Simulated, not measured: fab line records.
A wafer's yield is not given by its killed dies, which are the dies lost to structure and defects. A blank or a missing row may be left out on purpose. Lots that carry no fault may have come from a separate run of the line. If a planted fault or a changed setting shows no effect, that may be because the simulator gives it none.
Matching of chambers    flow n5_finfet    4 sister chambers for N5_STI_FIN_REVEAL_ALD_14 on ald_sin-02
The step deposits Si3N4, target thk 3 nm. 4 wafers are shown with their chamber, then 9 later ones without.

## WAFERS WITH THEIR CHAMBER
wafer   chamber  heater_power_outer_w (W)
L085.2  1        624
L085.4  3        551
L088.4  2        530
L088.6  0        487

## WAFERS MISSING THEIR CHAMBER
wafer   heater_power_outer_w (W)
L094.2  643
L094.4  539
L094.5  554
L095.4  560
L095.5  496
L095.6  628
L096.2  535
L096.4  632
L096.6  566

## WHICH CHAMBER EACH WENT THROUGH
wafer   from the rows above      in truth
L094.2  1                        1
L094.4  can't be placed: 2 or 3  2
L094.5  3                        3
L095.4  3                        3
L095.5  0                        0
L095.6  1                        1
L096.2  can't be placed: 2 or 3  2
L096.4  1                        1
L096.6  3                        3
Placed correctly: 7 of 9. Not placeable from these rows: 2 (in 2, the candidates include the true chamber). Wrongly placed: 0.
How it was worked out, from the rows above alone: a wafer's distance from a chamber is the root of the sum, over the readings, of the square of ((its reading less the chamber's mean) divided by the reading's scatter). The wafer belongs to the nearest chamber; if the next one is less than 2 further off, it can't be placed. For every chamber, the mean is computed from those of its wafers that are shown. The scatter (one wafer shown for each chamber): square how far every hidden wafer sits from the nearest shown wafer, average those squares and take the square root.
